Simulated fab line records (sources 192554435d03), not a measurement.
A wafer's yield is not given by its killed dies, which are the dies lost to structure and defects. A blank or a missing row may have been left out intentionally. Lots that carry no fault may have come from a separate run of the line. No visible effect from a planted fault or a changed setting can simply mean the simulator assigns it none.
2 desks looking at one fault | flow n5Finfet | what lay behind the numbers comes last; until then each desk has only its own

## THE TOOL OWNER'S DESK: krfScanner-01
The tool's own readings at N5_MIM_TOP_LITHO_EXPOSE_05 (exposes mask MIM TOP, target cd 2000 nm): means of the sampled wafers that have a number, for each lot that ran on this tool. Marked OUT: a lot whose mean sits more than 4 standard deviations from the usual mean, which makes it out of limits; the brackets give that distance.
Columns: A = exposureDoseMJCm2 at N5_MIM_TOP_LITHO_EXPOSE_05, usual 20.484; B = reticleTempC at N5_MIM_TOP_LITHO_EXPOSE_05, usual 23.00 C; C = stageVelMmS at N5_MIM_TOP_LITHO_EXPOSE_05, usual 500.02 mm/s
lot  | first seen here | A                 | B     | C
L491 | day 11 18:34    | 20.487            | 23.02 | 500.27
L493 | day 12 06:45    | 20.508            | 23.10 | 500.00
L497 | day 12 23:48    | 20.495            | 23.01 | 499.92
L506 | day 15 10:03    | 20.486            | 22.94 | 499.72
L508 | day 16 01:11    | 20.824 (+15) OUT  | 23.01 | 499.82
L511 | day 18 03:37    | 20.661 (+8.0) OUT | 23.08 | 500.47
This desk finds L508, L511 out of limits, L508 being first, at day 16 01:11 (exposureDoseMJCm2 at N5_MIM_TOP_LITHO_EXPOSE_05). L491, L493, L497, L506: within limits.

## FROM THE METROLOGY DESK
What the gauges read for every lot (on any tool): the sampled wafers with a number, averaged. Marked OUT: a lot whose mean sits more than 4 standard deviations from the usual mean, which makes it out of limits; the brackets give that distance.
Columns: A = MIM_TOP_OVL at N5_MIM_TOP_LITHO_OVL_MEAS_11, usual -4 nm
lot  | first seen here | A
L491 | day 11 18:46    | -9
L492 | day 11 19:19    | 6
L493 | day 12 06:58    | -1
L497 | day 12 23:59    | -4
L496 | day 13 00:11    | 2
L500 | day 14 07:57    | -6
L504 | day 15 09:05    | -3
L506 | day 15 10:16    | -8
L508 | day 16 01:23    | 2
L510 | day 17 10:31    | -12
L511 | day 18 03:49    | -5
Result from this desk: across the 11 lots, nothing is out of limits.

## PUT TOGETHER
An alarm could have come from the tool owner's desk at day 16 01:11, on L508, L511.
Nothing out of limits was seen by the metrology desk.
The metrology desk holds a record of L508, L511, inside its limits.
The lots listed all ran N5_MIM_TOP_LITHO_EXPOSE_05 on krfScanner-01.

## WHAT THE SIMULATOR HAD PUT IN
Process parameters drifting: krfScanner-01 at N5_MIM_TOP_LITHO_EXPOSE_05, beginning at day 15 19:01. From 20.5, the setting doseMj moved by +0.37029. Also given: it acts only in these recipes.
Struck lots among those shown: L508, L511.
Each desk's first reading out of limits, in hours after the fault started: the tool owner's desk, 6.
